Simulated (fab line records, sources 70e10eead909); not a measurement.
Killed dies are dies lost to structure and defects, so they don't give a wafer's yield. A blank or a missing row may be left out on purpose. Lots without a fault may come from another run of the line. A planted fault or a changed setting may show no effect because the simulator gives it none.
Which tool did it? | flow nand_harc | 12 lots, 36 wafers sampled, at 4 steps of a route of 1159

WHAT THE GAUGES READ, wafer by wafer
NHARC_A_CONTACT_CD_MEAS_53.
lot  | measured     | on        | cd_nm (nm)
L076 | day 16 14:43 | cd_sem-03 | 189.4 189.4 190.3
L079 | day 17 03:37 | cd_sem-02 | 190.2 190.3 190.0
L080 | day 17 08:05 | cd_sem-02 | 189.0 189.6 189.0
L081 | day 18 02:17 | cd_sem-03 | 191.4 191.0 190.5
L082 | day 18 14:17 | cd_sem-03 | 189.6 189.7 189.2
L086 | day 19 17:47 | cd_sem-01 | 189.8 189.7 189.8
L087 | day 19 23:16 | cd_sem-02 | 190.2 190.2 190.0
L090 | day 20 09:16 | cd_sem-01 | 188.9 189.2 189.1
L088 | day 20 14:41 | cd_sem-02 | 190.3 190.1 190.4
L092 | day 20 22:20 | cd_sem-02 | 189.0 189.0 189.0
L096 | day 21 01:23 | cd_sem-01 | 191.5 191.5 191.2
L097 | day 22 09:21 | cd_sem-03 | 189.5 189.1 188.9

WHICH TOOL RAN EACH LOT (tool, then ch and the chambers of the sampled wafers, then the start)
lot  | NHARC_A_CONTACT_ETCH_48            | NHARC_A_CONTACT_ETCH_113             | NHARC_A_CONTACT_ETCH_117
L076 | rie_diel-01 ch 0,1,2, day 16 11:24 | har_cap_etch-02 ch 0,1, day 16 12:52 | har_cap_etch-02 ch 0,1, day 16 13:14
L079 | rie_diel-11 ch 1,2,3, day 16 23:55 | har_cap_etch-02 ch 0,1, day 17 01:29 | har_cap_etch-02 ch 0,1, day 17 01:58
L080 | rie_diel-11 ch 2,3, day 17 04:40   | har_cap_etch-01 ch 0,1, day 17 06:08 | har_cap_etch-01 ch 0,1, day 17 06:29
L081 | rie_diel-12 ch 0,1, day 17 22:34   | har_cap_etch-02 ch 0,1, day 18 00:08 | har_cap_etch-02 ch 0,1, day 18 00:37
L082 | rie_diel-12 ch 0,1,3, day 18 11:05 | har_cap_etch-03 ch 0, day 18 12:32   | har_cap_etch-03 ch 0, day 18 12:55
L086 | rie_diel-12 ch 0,2, day 19 14:03   | har_cap_etch-02 ch 0,1, day 19 15:37 | har_cap_etch-02 ch 0,1, day 19 16:05
L087 | rie_diel-11 ch 0,1,2, day 19 19:59 | har_cap_etch-03 ch 0,1, day 19 21:32 | har_cap_etch-03 ch 0,1, day 19 21:53
L090 | rie_diel-12 ch 0,1,3, day 20 05:37 | har_cap_etch-01 ch 0,1, day 20 07:33 | har_cap_etch-01 ch 0,1, day 20 07:55
L088 | rie_diel-11 ch 1,2,3, day 20 11:28 | har_cap_etch-01 ch 1, day 20 12:58   | har_cap_etch-01 ch 1, day 20 13:19
L092 | rie_diel-01 ch 1,3, day 20 17:38   | har_cap_etch-02 ch 0, day 20 19:38   | har_cap_etch-02 ch 0, day 20 20:17
L096 | rie_diel-01 ch 1,2,3, day 20 20:38 | har_cap_etch-02 ch 0,1, day 20 22:42 | har_cap_etch-02 ch 0,1, day 20 23:21
L097 | rie_diel-11 ch 1,2, day 22 05:56   | har_cap_etch-03 ch 0, day 22 07:37   | har_cap_etch-03 ch 0, day 22 07:59
- NHARC_A_CONTACT_ETCH_48: etches the open film in CF4, target depth 39 nm, time 65 s.
- NHARC_A_CONTACT_ETCH_113: etches the open film in C4F8/O2/Ar, time 94 s, target depth 922 nm.
- NHARC_A_CONTACT_ETCH_117: etches the open film in C4F8/O2/Ar, time 94 s, target depth 922 nm.

THE ANSWER, worked out from the rows above alone
Rule: what is usual is taken from the lots themselves. Put in order of their means at a reading, lots are off if they are a third of the lots or fewer, leave a main group of 4 or more, and stand apart from it by a gap of 3 or more times the standard deviation of the main group's means; of several such gaps the widest counts. A main group whose means are all the same, to the digits that the tables above print for the reading, isn't used. A lot without any number at a reading at which 4 lots or more have one is off too. The other lots that the step has rows for count as sound.
No lot is off at any reading shown: from this, nothing can be told.

WHAT THE SIMULATOR HAD PUT IN
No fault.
